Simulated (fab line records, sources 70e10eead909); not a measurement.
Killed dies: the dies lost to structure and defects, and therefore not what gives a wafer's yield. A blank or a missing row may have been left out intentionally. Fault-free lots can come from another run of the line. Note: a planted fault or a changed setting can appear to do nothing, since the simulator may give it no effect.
Chamber matching	flow nand harc	4 sister chambers for NHARC_A_BLC_ETCH_16 on rie diel-03
The step etches the open film in CF4, target depth 39 nm, time 65 s. 16 wafers are shown with their chamber, then 8 later ones without.

WAFERS WITH THEIR CHAMBER
wafer	chamber	showerhead plenum p Torr (Torr)	drypump motor current A (A)	oes product au (a.u.)
L304.1	3	1.66	5.9	1.002
L304.3	0	1.78	5.9	1.028
L304.5	0	1.78	6.0	1.024
L303.1	1	1.65	5.6	1.011
L303.3	2	1.78	5.6	0.993
L303.6	1	1.65	5.7	0.992
L305.2	0	1.78	6.0	1.031
L305.5	0	1.78	6.0	1.024
L305.6	3	1.66	6.0	1.006
L307.2	1	1.65	5.6	1.001
L307.5	1	1.65	5.6	1.013
L307.6	0	1.78	6.0	1.026
L308.2	2	1.77	5.7	0.998
L308.5	1	1.65	5.6	1.005
L308.6	0	1.78	5.9	1.029
L311.1	1	1.65	5.6	0.999

SIGNATURES (means of the wafers above)
reading	chamber 0	chamber 1	chamber 2	chamber 3	scatter within a chamber
showerhead plenum p Torr	1.7800	1.6500	1.7750	1.6600	0.00204
drypump motor current A	5.967	5.617	5.650	5.950	0.0514
oes product au	1.02700	1.00350	0.99550	1.00400	0.00554
Rule: a wafer lies at a distance from a chamber equal to the root of the sum of squares, over the readings, of (its reading less the chamber's mean, divided by the reading's scatter). If the next closest chamber is less than 2 further off than the closest, the wafer can't be placed; otherwise it belongs to the closest. The scatter: the root of (the sum of the squares of (reading less its chamber's mean) over the shown wafers, divided by (wafers less chambers)).

WAFERS WHOSE CHAMBER IS MISSING
wafer	showerhead plenum p Torr (Torr)	drypump motor current A (A)	oes product au (a.u.)
L311.5	1.66	6.0	1.007
L311.6	1.77	5.6	1.006
L321.1	1.65	5.6	1.006
L321.3	1.78	6.0	1.033
L321.5	1.65	5.7	1.002
L320.2	1.65	6.0	0.997
L320.4	1.78	5.9	1.035
L320.5	1.78	6.0	1.026

WHICH CHAMBER EACH WENT THROUGH
wafer	from the rows above	in truth
L311.5	3	3
L311.6	2	2
L321.1	1	1
L321.3	0	0
L321.5	1	1
L320.2	3	3
L320.4	0	0
L320.5	0	0
Correct placement for 8 of the 8. Left unplaced by these rows: 0. 0 placed wrongly.
